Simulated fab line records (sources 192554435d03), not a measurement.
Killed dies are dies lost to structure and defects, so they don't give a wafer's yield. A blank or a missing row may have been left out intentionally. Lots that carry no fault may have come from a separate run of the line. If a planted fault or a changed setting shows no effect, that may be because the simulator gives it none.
A single fault, viewed from 2 desks	flow n5-finfet	numbers are kept per desk, each desk with only its own; the story behind them comes last

== THE METROLOGY DESK ==
What the gauges read, lot by lot, whatever tool the lot ran on: means of the sampled wafers that have a number. If a lot's mean is further than 4 standard deviations from the usual mean, the lot is out of limits and carries the mark OUT (the distance appears in the brackets). Only the readings that lie furthest out on some lot appear, 7 of the 10 it has.
Columns: A = DIBL_N at N5_BEOL_M4_RC_MEAS_101, usual 36.2 mV/V; B = IOFF_N at N5_BEOL_M4_RC_MEAS_101, usual 0.16 nA/um; C = IOFF_P at N5_BEOL_M4_RC_MEAS_101, usual 0.22 nA/um; D = ION_N at N5_BEOL_M4_RC_MEAS_101, usual 675 uA/um; E = ION_P at N5_BEOL_M4_RC_MEAS_101, usual 465 uA/um; F = VT_N at N5_BEOL_M4_RC_MEAS_101, usual 250 mV; G = VT_P at N5_BEOL_M4_RC_MEAS_101, usual -249 mV
lot	first seen here	A	B	C	D	E	F	G
L213	day 9 04:04	36.3	0.17	0.22	678	464	246	-249
L214	day 9 07:08	33.5	0.11	0.17	650	455	256	-251
L223	day 11 15:52	36.2	0.15	0.22	673	467	251	-248
L222	day 11 16:47	36.4	0.19	0.28	698	481	247	-244
L224	day 11 22:15	38.3	0.19	0.25	687	470	245	-246
L228	day 12 08:16	36.8	0.16	0.20	678	464	250	-252
L227	day 12 08:17	38.1	0.19	0.23	685	467	247	-248
L229	day 13 05:14	35.3	0.14	0.19	658	454	254	-252
L231	day 13 07:56	37.9	0.16	0.19	672	453	255	-253
L230	day 13 09:20	36.2	0.15	0.19	670	459	251	-251
L233	day 14 02:49	35.4	0.14	0.17	665	453	255	-255
Finding of this desk: none of the 11 lots has anything out of limits.

== FOR THE TOOL OWNER'S DESK: pvd-sputter-01 ==
The tool's own readings at N5_BEOL_M3_SPUTTER_90 (material Cu, target thk 4.5 nm, time 8.29 s): means of the sampled wafers that have a number, for each lot that ran on this tool. If a lot's mean is further than 4 standard deviations from the usual mean, the lot is out of limits and carries the mark OUT (the distance appears in the brackets).
Columns: A = chamber-pressure-pa at N5_BEOL_M3_SPUTTER_90, usual 0.06999 Pa; B = chuck-gas-flow-sccm at N5_BEOL_M3_SPUTTER_90, usual 1.26 sccm; C = throttle-valve-pct at N5_BEOL_M3_SPUTTER_90, usual 30.4 %
lot	first seen here	A	B	C
L213	day 8 11:44	0.07010	1.26	30.2
L228	day 11 21:25	0.07000	1.30	30.6
Finding of this desk: none of the 2 lots has anything out of limits.

== PUT TOGETHER ==
Nothing out of limits was seen by the metrology desk.
Nothing out of limits was seen by the tool owner's desk.

== WHAT THE SIMULATOR HAD PUT IN ==
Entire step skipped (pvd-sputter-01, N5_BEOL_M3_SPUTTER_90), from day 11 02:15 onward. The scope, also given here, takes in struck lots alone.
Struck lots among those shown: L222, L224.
